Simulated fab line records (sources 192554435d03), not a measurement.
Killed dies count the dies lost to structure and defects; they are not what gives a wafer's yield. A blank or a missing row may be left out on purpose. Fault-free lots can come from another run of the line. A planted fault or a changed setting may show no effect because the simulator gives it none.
Problem report, 8D (eight disciplines) form, completed by code    flow n5-finfet    the parts of the form that need people (team, actions taken, sign-off) are left out

== 1. WHAT WENT WRONG ==
cd-nm at N5_BEOL_M8_CD_MEAS_28 reads a mean of 29.51 nm on 3 wafers of 2 lots; wafers without a fault read 39.88 nm with a standard deviation of 0.27. Measured from the usual mean, that is -38 standard deviations.
The step: target cd 40 nm.
Earliest sighting: wafer L117.1 on cd-sem-02 at day 13 04:40. At this step, 24 wafers from 9 lots have a number in the record. By rule, "out" or "out of limits" means more than 4 standard deviations away from the usual mean. The other wafers with a number count as sound.

== 2. WHAT IT IS, WHAT IT ISN'T ==
question                     is                      is not
which readings at this step  cd-nm                   -
which lots                   L117, L120              L103, L104, L106, L107, L108, L109, L110
which wafers of those lots   L117.1, L117.3, L120.3  L120.6
read on which gauges         cd-sem-02, cd-sem-03    cd-sem-01
when                         from day 13 04:40       up to then (20 sound wafers); but 1 sound wafer of L120 came after

== 3. THE SUSPECTS, EACH WITH WHAT RULES IT OUT ==
Counting: a tool at a process step up to the reading stays a suspect if it ran every lot that is out. Sound lots after the first of them don't rule it out here, since some wafers of a struck lot are sound.
- the gauge at N5_BEOL_M8_CD_MEAS_28 has been ruled out. The wafers that are out were read on 2 gauges (cd-sem-02, cd-sem-03).
- euv-scanner-01 at N5_BEOL_M8_EXPOSE_25 (exposes mask V7, target cd 40 nm): kept. It processed each lot that is out (first: L117, day 13 04:32); up to then, its last sound lot is L110 (day 11 09:04).
After counting, what remains is euv-scanner-01 at N5_BEOL_M8_EXPOSE_25.

== 4. THE CAUSE (what the simulator had put in) ==
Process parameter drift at N5_BEOL_M8_EXPOSE_25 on euv-scanner-01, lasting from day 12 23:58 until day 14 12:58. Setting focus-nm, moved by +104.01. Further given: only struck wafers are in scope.
Only this tool survived the counting.

== 5. THE CHAIN OF EFFECTS, in route order ==
Rows list readings where the struck wafers' mean (over those with a number) sits beyond 3 standard deviations from the usual. Only readings for which the record gives a usual standard deviation are gone through. hours: the time from each lot's start at the first step in this table that gives one to its start at this step, as a median over the lots. sigmas: the change in usual standard deviations.
hours  step                     reading               usual     on struck wafers  change  sigmas
0      N5_BEOL_M8_CD_MEAS_28    cd-nm                 39.88 nm  29.51             -10.37  -38
66     N5_PASSIVATION_PROBE_49  defect-limited-yield  91.5 %    0.0               -91.5   -61
66     N5_PASSIVATION_PROBE_49  killed_at_M4_up       13        1096              +1083   +99 or more
66     N5_PASSIVATION_PROBE_49  killed-dies           101       1180              +1079   +60
66     N5_PASSIVATION_PROBE_49  killed-on-rim         13        152               +139    +32
66     N5_PASSIVATION_PROBE_49  sort-n-pass           1078      0                 -1078   -49
66     N5_PASSIVATION_PROBE_49  sort-yield-pct        91.3 %    0.0               -91.3   -48
The process steps in it:
- N5_PASSIVATION_PROBE_49
Later steps that measure or inspect, where all struck wafers having a row at the step show a number for every such reading and not one has moved that far: N5_BEOL_M8_OVL_MEAS_29.

== 6. HOW IT WOULD HAVE BEEN CAUGHT EARLIER ==
The first out-of-limits reading at a measuring or inspecting step in this record came at day 13 04:40, 5 hours after the fault's start at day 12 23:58.
Tool readings at N5_BEOL_M8_EXPOSE_25 with a usual standard deviation given in the record: none out on any struck wafer, hence no alarm at a limit of 4 standard deviations on them.
Of the lots that are out (2), L120 began N5_BEOL_M8_EXPOSE_25 on euv-scanner-01 after day 13 04:40. It would have been spared by a hold on the tool at that moment.
